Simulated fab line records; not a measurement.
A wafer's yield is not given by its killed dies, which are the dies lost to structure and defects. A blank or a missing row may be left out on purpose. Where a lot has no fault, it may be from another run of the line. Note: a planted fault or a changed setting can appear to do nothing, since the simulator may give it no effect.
fab line records + flow nandHarc + part 2 of 2: steps 28 to 37 of 37
[record]
- lots = 5
- wafers = 15
- lastDay = 23
route steps=1159 shown A_BLC@983 A_M0@994
lots that met no fault: from a run of the same line without faults
startH: hours from the record's opening day to when the first of the lot's shown wafers began + waitH: how many hours have passed since the lot's step before this one + " the same as in the row above + L1.1+2: a single row standing in for several wafers + - no value present, or no start provided + * or withheld: withheld + < > ~ a bound
route shown NAME@n: NAME is a module with steps in the file, n the number in the route of the first one + usual: average and standard deviation across the fault-free wafers + same: alike in all rows + chamber/n: place in a boat + sites: the reading at each site + _std_site: standard deviation of those values + _edge_site: outer sites' mean less inner sites' + radiusMm: for every site, how far away it sits from the centre of the wafer + mask NAME#n: copy n + behind: tool/chamber where the wafer was last shaped + hold: cause of the lot's hold/its duration in hours/its outcome + device: transistor that didn't switch, given as n, p or np + end of line: tests run on the same wafers once the route is complete + a step without rows: its recipe alone + killed: not the wafer's yield, but the dies lost to structure and defects at the first sort + map: a wafer's dies, x killed, . not, _ none there
set.NAME: the setting that was run; set.NAME@STEP: the one run at that earlier step + model.NAME: the simulator's own value behind a step, which no gauge read
lots at some steps of the route; a table a step, a row a wafer
services: the hour from which a tool's chamber was out of use, counted from the record's first day as startH (under 0 if before that day), plus the number of hours and why
[[steps]]
[step NHARC_A_M0_STRIP_18]
[recipe]
- powerW = 1000
- n2FlowSccm = 150
- h2FlowSccm = 150
- arFlowSccm = 0
- biasW = 0
- chemistry = N2/H2
[usual]
- drypumpMotorCurrentA = 5.8/0.5
- mfcArSccm = 0.008/0.013
- oesProductAu = 1.002/0.012
- rfVppV = 90.7/1
- showerheadPlenumPTorr = 2.03/0.11
- throttleValvePct = 14.171/0.01
[same]
- biasW = 0
| lot.wafer | tool       | chamber | startH | waitH | drypumpMotorCurrentA | mfcArSccm | oesProductAu | rfHoursCounterH | rfVppV | showerheadPlenumPTorr | throttleValvePct |
|-----------|------------|---------|--------|-------|----------------------|-----------|--------------|-----------------|--------|-----------------------|------------------|
| L076.2    | rieDiel-12 | 1       | 409.89 | 0.1   | 5.8                  | 0         | 1.000        | 1               | 91.9   | 1.89                  | 14.172           |
| L076.1    | "          | 0       | "      | "     | 5.7                  | 0.009     | 0.999        | 1               | 91.5   | 1.94                  | 14.167           |
| L076.6    | "          | 1       | "      | "     | 5.8                  | 0         | 0.998        | -               | 89.7   | 1.89                  | 14.179           |
| L077.1    | rieDiel-06 | 1       | 410.26 | 0.1   | 5.9                  | 0         | 1.005        | 11              | 90.4   | 2.20                  | 14.161           |
| L077.6    | "          | 0       | "      | "     | 5.2                  | 0         | 1.017        | -               | 91.3   | 2.11                  | 14.165           |
| L077.5    | "          | 1       | "      | "     | 5.9                  | 0         | 1.006        | -               | 90.9   | 2.20                  | 14.156           |
| L078.3    | rieDiel-13 | 1       | 439.41 | 0.1   | 6.0                  | 0.039     | 1.006        | 13              | 91.2   | 2.06                  | 14.160           |
| L078.1    | "          | 3       | "      | "     | 5.0                  | 0         | 1.001        | 13              | 90.4   | 1.98                  | 14.150           |
| L078.6    | "          | 1       | "      | "     | 6.0                  | 0.039     | 1.002        | -               | 91.0   | 2.06                  | 14.176           |
| L082.4    | rieDiel-12 | 3       | 451.68 | 0.1   | 6.2                  | 0.005     | 1.006        | 4               | 91.9   | 2.19                  | 14.179           |
| L082.1    | "          | 1       | "      | "     | 5.8                  | 0         | 1.002        | 5               | 90.8   | 1.89                  | 14.176           |
| L082.5    | "          | 3       | "      | "     | 6.2                  | 0.005     | 1.007        | -               | 91.0   | 2.19                  | 14.163           |
| L089.1    | rieDiel-13 | 1       | 504.74 | 0.1   | 5.9                  | 0.039     | 1.021        | 3               | 89.6   | 2.06                  | 14.153           |
| L089.3    | "          | 3       | "      | "     | 5.0                  | 0         | 0.995        | 3               | 90.7   | 1.97                  | 14.175           |
| L089.6    | "          | 1       | "      | "     | 6.0                  | 0.039     | 1.025        | -               | 90.9   | 2.06                  | 14.175           |
[step NHARC_A_M0_STRIP_19]
[recipe]
- timeS = 600
- tempC = 30
- chemistry = postEtchResidueRemover
| lot.wafer  | tool        | chamber | startH | waitH |
|------------|-------------|---------|--------|-------|
| L076.1+2+6 | wetBench-01 | 6,1,2   | 410.17 | -     |
| L077.6+5+1 | wetBench-02 | 5,7,0   | 410.51 | -     |
| L078.6+3+1 | wetBench-01 | 5,0,1   | 439.69 | -     |
| L082.4+5+1 | wetBench-05 | 2,5,7   | 451.96 | -     |
| L089.3+6+1 | wetBench-05 | 6,7,1   | 505.07 | -     |
[step NHARC_A_M0_DEGAS_28]
[recipe]
- tempC = 250
- timeS = 60
[usual]
- heaterPowerW = 331/34
| lot.wafer | tool          | chamber | startH | waitH | heaterPowerW |
|-----------|---------------|---------|--------|-------|--------------|
| L076.2    | pvdSputter-03 | -       | 410.44 | -     | 347          |
| L076.1    | "             | -       | "      | "     | 285          |
| L076.6    | "             | -       | "      | "     | 373          |
| L077.1    | pvdSputter-01 | -       | 410.79 | -     | 322          |
| L077.5    | "             | -       | "      | "     | 393          |
| L077.6    | "             | -       | "      | "     | 329          |
| L078.1    | pvdSputter-01 | -       | 439.96 | -     | 326          |
| L078.3    | "             | -       | "      | "     | 317          |
| L078.6    | "             | -       | "      | "     | 391          |
| L082.1    | pvdSputter-02 | -       | 452.23 | -     | 361          |
| L082.4    | "             | -       | "      | "     | 303          |
| L082.5    | "             | -       | "      | "     | 362          |
| L089.1    | pvdSputter-01 | -       | 505.34 | -     | 321          |
| L089.3    | "             | -       | "      | "     | 361          |
| L089.6    | "             | -       | "      | "     | 394          |
[step NHARC_A_M0_PRE_CLEAN_29]
[recipe]
- timeS = 30
- tempC = 280
- gas = H2/He
[usual]
- heaterPowerW = 410/42
| lot.wafer | tool          | chamber | startH | waitH | heaterPowerW |
|-----------|---------------|---------|--------|-------|--------------|
| L076.1    | pvdSputter-03 | -       | -      | -     | 341          |
| L076.2    | "             | -       | "      | "     | 454          |
| L076.6    | "             | -       | "      | "     | 341          |
| L077.1    | pvdSputter-01 | -       | -      | -     | 427          |
| L077.6    | "             | -       | "      | "     | 466          |
| L077.5    | "             | -       | "      | "     | 397          |
| L078.1    | pvdSputter-01 | -       | -      | -     | 478          |
| L078.3    | "             | -       | "      | "     | 400          |
| L078.6    | "             | -       | "      | "     | 436          |
| L082.1    | pvdSputter-02 | -       | -      | -     | 352          |
| L082.4    | "             | -       | "      | "     | 459          |
| L082.5    | "             | -       | "      | "     | 443          |
| L089.3    | pvdSputter-01 | -       | -      | -     | 475          |
| L089.1    | "             | -       | "      | "     | 402          |
| L089.6    | "             | -       | "      | "     | 438          |
[step NHARC_A_M0_PVD_20]
[recipe]
- targetThkA = 50
- biasV = 168.6
- powerW = 15000
- chamberPressurePa = 0.12
- timeS = 8.06
- substrateTempC = 50
- material = TaN
[usual]
- chamberPressurePa = 0.12/0.00023
- throttleValvePct = 30.0/0.95
| lot.wafer | tool          | chamber | startH | waitH | chamberPressurePa | throttleValvePct |
|-----------|---------------|---------|--------|-------|-------------------|------------------|
| L076.2    | pvdSputter-03 | -       | -      | -     | 0.11981           | 28.7             |
| L076.1    | "             | -       | "      | "     | 0.11989           | 31.9             |
| L076.6    | "             | -       | "      | "     | 0.11986           | 29.6             |
| L077.1    | pvdSputter-01 | -       | -      | -     | 0.11971           | 30.3             |
| L077.5    | "             | -       | "      | "     | 0.11994           | 30.2             |
| L077.6    | "             | -       | "      | "     | 0.11979           | 29.3             |
| L078.3    | pvdSputter-01 | -       | -      | -     | 0.12018           | 30.7             |
| L078.1    | "             | -       | "      | "     | 0.1201            | 31.1             |
| L078.6    | "             | -       | "      | "     | 0.12009           | 30.9             |
| L082.4    | pvdSputter-02 | -       | -      | -     | 0.12014           | 31.2             |
| L082.1    | "             | -       | "      | "     | 0.12022           | 29.9             |
| L082.5    | "             | -       | "      | "     | 0.12014           | 31.1             |
| L089.3    | pvdSputter-01 | -       | -      | -     | 0.11979           | 30.3             |
| L089.1    | "             | -       | "      | "     | 0.12032           | 29.2             |
| L089.6    | "             | -       | "      | "     | 0.11967           | 31.0             |
[step NHARC_A_M0_PVD_21]
[recipe]
- targetThkA = 300
- chamberPressurePa = 5
- powerW = 5000
- substrateTempC = 30
- timeS = 20.49
- material = Cu
[usual]
- chamberPressurePa = 5.001/0.0088
- throttleValvePct = 30.1/0.92
| lot.wafer | tool          | chamber | startH | waitH | chamberPressurePa | throttleValvePct |
|-----------|---------------|---------|--------|-------|-------------------|------------------|
| L076.1    | pvdSputter-03 | -       | -      | -     | 5.014             | 29.3             |
| L076.2    | "             | -       | "      | "     | 5.018             | 29.8             |
| L076.6    | "             | -       | "      | "     | 4.996             | 29.5             |
| L077.1    | pvdSputter-01 | -       | -      | -     | 4.994             | 30.8             |
| L077.6    | "             | -       | "      | "     | 4.988             | 29.2             |
| L077.5    | "             | -       | "      | "     | 5.000             | 31.0             |
| L078.1    | pvdSputter-01 | -       | -      | -     | 5.004             | 30.9             |
| L078.3    | "             | -       | "      | "     | 5.012             | 30.2             |
| L078.6    | "             | -       | "      | "     | 4.998             | 31.0             |
| L082.4    | pvdSputter-02 | -       | -      | -     | 4.993             | 28.7             |
| L082.1    | "             | -       | "      | "     | 5.001             | 29.4             |
| L082.5    | "             | -       | "      | "     | 5.007             | 31.3             |
| L089.1    | pvdSputter-01 | -       | -      | -     | 5.001             | 29.2             |
| L089.3    | "             | -       | "      | "     | 4.998             | 30.9             |
| L089.6    | "             | -       | "      | "     | 4.990             | 28.9             |
[step NHARC_A_M0_ECD_22]
[recipe]
- targetThkA = 4000
- bathTempC = 25
- material = Cu
| lot.wafer  | tool     | chamber | startH | waitH |
|------------|----------|---------|--------|-------|
| L076.1+2+6 | ecdCu-01 | 0,1,1   | 410.80 | -     |
| L077.1+5+6 | ecdCu-01 | 1,1,0   | 411.14 | -     |
| L078.1+3+6 | ecdCu-01 | 0,0,1   | 440.32 | -     |
| L082.1+4+5 | ecdCu-02 | 1       | 452.59 | -     |
| L089.1+3+6 | ecdCu-01 | 1,1,0   | 505.69 | -     |
[step NHARC_A_M0_ANNEAL_30]
[recipe]
- tempC = 225
- timeS = 90
[usual]
- wafer_temp_C_max = 226.3/0.38
| lot.wafer | tool         | chamber | startH | waitH | wafer_temp_C_max |
|-----------|--------------|---------|--------|-------|------------------|
| L076.1    | rtpAnneal-02 | 0       | 411.17 | -     | 226.1            |
| L076.2    | "            | 0       | "      | "     | 226.1            |
| L076.6    | "            | 0       | "      | "     | 226.3            |
| L077.1    | rtpAnneal-02 | 0       | 411.55 | 0.4   | 225.8            |
| L077.5    | "            | 0       | "      | "     | 225.7            |
| L077.6    | "            | 0       | "      | "     | 226.1            |
| L078.1    | rtpAnneal-01 | 0       | 440.69 | -     | 226.5            |
| L078.3    | "            | 0       | "      | "     | 226.1            |
| L078.6    | "            | 0       | "      | "     | 226.2            |
| L082.1    | rtpAnneal-01 | 0       | 452.97 | -     | 226.3            |
| L082.4    | "            | 0       | "      | "     | 226.7            |
| L082.5    | "            | 0       | "      | "     | 226.4            |
| L089.1    | rtpAnneal-01 | 0       | 506.07 | 0.3   | 227.6            |
| L089.3    | "            | 0       | "      | "     | 226.5            |
| L089.6    | "            | 0       | "      | "     | 226.8            |
[step NHARC_A_M0_CMP_23]
[recipe]
- tOverpolishS = 20
- targetThkNm = 113.75
[usual]
- edgeZonePressureFrac = 1.001/0.0045
- motorCurrentA = 11.7/0.8
- retainingRingPressureFrac = 1.000/0.0055
- timeToEndpointS = 28.7/2.9
| lot.wafer | tool   | chamber | startH | waitH | edgeZonePressureFrac | motorCurrentA | retainingRingPressureFrac | timeToEndpointS |
|-----------|--------|---------|--------|-------|----------------------|---------------|---------------------------|-----------------|
| L076.2    | cmp-03 | 2       | 411.55 | -     | 1.008                | 11.9          | 1.006                     | 32.5            |
| L076.1    | "      | 0       | "      | "     | 1.000                | 11.6          | 1.003                     | 27.5            |
| L076.6    | "      | 1       | "      | "     | 1.001                | 13.1          | 1.002                     | 33.1            |
| L077.1    | cmp-02 | 0       | 411.92 | -     | 1.004                | 13.6          | 1.002                     | 23.3            |
| L077.5    | "      | 3       | "      | "     | 1.001                | 11.6          | 1.004                     | 27.7            |
| L077.6    | "      | 0       | "      | "     | 0.997                | 13.2          | 1.003                     | 23.7            |
| L078.3    | cmp-01 | 1       | 441.09 | -     | 1.001                | 11.1          | 1.002                     | 26.8            |
| L078.1    | "      | 2       | "      | "     | 0.996                | 10.7          | 0.992                     | 23.9            |
| L078.6    | "      | 0       | "      | "     | 1.005                | 13.7          | 0.997                     | 27.0            |
| L082.4    | cmp-01 | 0       | 453.34 | -     | 1.007                | 12.2          | 0.999                     | 30.4            |
| L082.1    | "      | 1       | "      | "     | 1.002                | 11.4          | 0.994                     | 28.8            |
| L082.5    | "      | 0       | "      | "     | 1.003                | 12.9          | 0.999                     | 29.9            |
| L089.3    | cmp-03 | 1       | 506.44 | -     | 1.000                | 12.4          | 0.999                     | 32.9            |
| L089.1    | "      | 3       | "      | "     | 1.002                | 10.9          | 1.012                     | 30.4            |
| L089.6    | "      | 1       | "      | "     | 1.002                | 12.3          | 0.999                     | 30.7            |
[step NHARC_A_M0_THK_MEAS_24]
[recipe]
- thkMeasGauge = xrf
[usual]
- thkNm = 113.6/1.6
| lot.wafer | tool         | chamber | startH | waitH | thkNm |
|-----------|--------------|---------|--------|-------|-------|
| L076.1    | filmMetro-02 | -       | 411.83 | -     | 113.4 |
| L076.2    | "            | -       | "      | "     | 115.2 |
| L076.6    | "            | -       | "      | "     | 114.3 |
| L077.1    | filmMetro-02 | -       | 412.21 | -     | 113.6 |
| L077.5    | "            | -       | "      | "     | 112.6 |
| L077.6    | "            | -       | "      | "     | 112.5 |
| L078.1    | filmMetro-02 | -       | 441.35 | -     | 112.6 |
| L078.3    | "            | -       | "      | "     | 113.9 |
| L078.6    | "            | -       | "      | "     | 112.6 |
| L082.1    | filmMetro-02 | -       | 453.62 | -     | 116.0 |
| L082.4    | "            | -       | "      | "     | 115.1 |
| L082.5    | "            | -       | "      | "     | 116.6 |
| L089.1    | filmMetro-01 | -       | 506.73 | -     | 113.4 |
| L089.3    | "            | -       | "      | "     | 114.0 |
| L089.6    | "            | -       | "      | "     | 116.8 |
[[services]]
| tool           | chamber | startH | hours | kind   |
|----------------|---------|--------|-------|--------|
| cmp-03         | -       | 384.73 | 7.1   | repair |
| rieDiel-12     | 0       | 389.24 | 11.2  | repair |
| rieDiel-11     | 2       | 391.38 | 7.8   | repair |
| pvdSputter-02  | -       | 392.01 | 10.0  | pm     |
| ecdCu-01       | -       | 400.34 | 0.9   | repair |
| ecdCu-01       | -       | 405.29 | 1.6   | repair |
| rieDiel-12     | 2       | 413.79 | 5.4   | repair |
| rieDiel-06     | -       | 418.20 | 9.0   | pm     |
| arfiScanner-01 | -       | 427.55 | 0.6   | repair |
| rieDiel-06     | 0       | 432.96 | 1.4   | repair |
| cmp-02         | -       | 437.34 | 4.0   | pm     |
| lithoTrack-01  | -       | 443.00 | 7.0   | pm     |
| ecdCu-01       | -       | 448.00 | 8.0   | pm     |
| wetBench-07    | -       | 448.01 | 8.0   | pm     |
| rieDiel-06     | 1       | 448.11 | 5.5   | repair |
| arfiScanner-01 | -       | 448.64 | 1.4   | repair |
| rieDiel-13     | -       | 453.00 | 9.0   | pm     |
| pvdSputter-03  | -       | 458.00 | 10.0  | pm     |
| lithoTrack-06  | -       | 467.00 | 7.0   | pm     |
| rieDiel-13     | 0       | 473.94 | 9.2   | repair |
| cvdW-01        | -       | 475.64 | 13.0  | pm     |
| lithoTrack-04  | -       | 491.00 | 7.0   | pm     |
| pecvd-04       | 0       | 497.82 | 17.5  | repair |
| rieDiel-13     | 0       | 503.19 | 11.3  | repair |
